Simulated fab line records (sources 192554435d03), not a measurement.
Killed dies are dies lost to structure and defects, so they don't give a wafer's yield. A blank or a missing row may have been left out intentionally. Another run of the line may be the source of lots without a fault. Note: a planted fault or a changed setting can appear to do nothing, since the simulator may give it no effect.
The tool behind it: which one?	flow n5-finfet	Sampling: 9 lots, 27 wafers, 4 of 1938 route steps

## WHAT THE GAUGES READ, wafer by wafer
N5_BEOL_M0_SAQP_THK_MEAS_05.
lot	measured	on	thk-nm (nm)
L623	day 5 10:11	film-metro-02	59.9 59.3 60.0
L625	day 6 00:37	film-metro-02	59.4 60.6 60.8
L626	day 6 03:33	film-metro-02	59.8 60.0 61.0
L635	day 8 11:34	film-metro-02	59.6 60.0 59.7
L636	day 8 17:42	film-metro-01	59.8 61.0 60.9
L640	day 9 22:34	film-metro-02	50.1 50.7 50.1
L641	day 9 23:35	film-metro-01	49.8 51.0 51.9
L645	day 10 23:59	film-metro-01	60.2 60.3 60.8
L646	day 11 03:52	film-metro-01	60.1 60.7 60.9

## WHAT TOOL EACH LOT RAN ON (gives the tool, then ch and the chambers of the sampled wafers, and finally the start)
lot	N5_BEOL_M0_SAQP_PECVD_00	N5_BEOL_M0_SAQP_PECVD_03	N5_BEOL_M0_SAQP_PECVD_04
L623	pecvd-03 ch 1, day 5 09:24	pecvd-02 ch 0,2, day 5 09:58	pecvd-02 ch 0,2, day 5 10:05
L625	pecvd-03 ch 1,2, day 5 22:39	pecvd-03 ch 1,2, day 6 00:19	pecvd-03 ch 1,2, day 6 00:29
L626	pecvd-01 ch 0,1,2, day 6 01:39	pecvd-02 ch 0,2, day 6 03:20	pecvd-02 ch 0,2, day 6 03:27
L635	pecvd-02 ch 1,2, day 8 10:29	pecvd-01 ch 0,2, day 8 11:22	pecvd-01 ch 0,2, day 8 11:28
L636	pecvd-01 ch 0,1, day 8 14:08	pecvd-03 ch 0,1, day 8 17:29	pecvd-03 ch 0,1, day 8 17:36
L640	pecvd-02 ch 0, day 9 18:25	pecvd-03 ch 0,2, day 9 22:21	pecvd-03 ch 0,2, day 9 22:28
L641	pecvd-03 ch 0,2, day 9 21:26	pecvd-03 ch 0,1,2, day 9 23:22	pecvd-03 ch 0,1,2, day 9 23:29
L645	pecvd-03 ch 0,1,2, day 10 21:38	pecvd-01 ch 0,2, day 10 23:46	pecvd-01 ch 0,2, day 10 23:53
L646	pecvd-02 ch 0,1,2, day 11 03:05	pecvd-02 ch 0,1, day 11 03:40	pecvd-02 ch 0,1, day 11 03:46
- N5_BEOL_M0_SAQP_PECVD_00: deposits SiCN from 3MS/NH3, target thk 8 nm, time 14 s.
- N5_BEOL_M0_SAQP_PECVD_03: deposits SiCN from 3MS/NH3, target thk 12 nm, time 21.1 s.
- N5_BEOL_M0_SAQP_PECVD_04: deposits a-Si from SiH4/He, target thk 60 nm, time 60.2 s.

## THE ANSWER, worked out from the rows above alone
Rule: usual is defined by the lots themselves. Put in order of their means at a reading, lots are off if they are a third of the lots or fewer, leave a main group of 4 or more, and stand apart from it by a gap of 3 or more times the standard deviation of the main group's means; of several such gaps the widest counts. Not used: any main group whose means are identical at the precision the tables above print for the reading. A lot without any number at a reading at which 4 lots or more have one is off too. All remaining lots with rows at the step are treated as sound.
Off: L640, L641, at N5_BEOL_M0_SAQP_THK_MEAS_05 (thk-nm). The main group: mean 60.2 nm, standard deviation 0.32.
If a tool, at a process step before that reading, ran all the lots that are off and no sound lot after the first of them, it fits. Gauges at N5_BEOL_M0_SAQP_THK_MEAS_05: tried the same way as those tools. One candidate fits, namely pecvd-03 at N5_BEOL_M0_SAQP_PECVD_03 and N5_BEOL_M0_SAQP_PECVD_04. At N5_BEOL_M0_SAQP_PECVD_03 its last sound lot is L636 (day 8 17:29), its first lot that is off L640 (day 9 22:21): a fault that began between those two fits.

## WHAT HAD BEEN PUT IN BY THE SIMULATOR
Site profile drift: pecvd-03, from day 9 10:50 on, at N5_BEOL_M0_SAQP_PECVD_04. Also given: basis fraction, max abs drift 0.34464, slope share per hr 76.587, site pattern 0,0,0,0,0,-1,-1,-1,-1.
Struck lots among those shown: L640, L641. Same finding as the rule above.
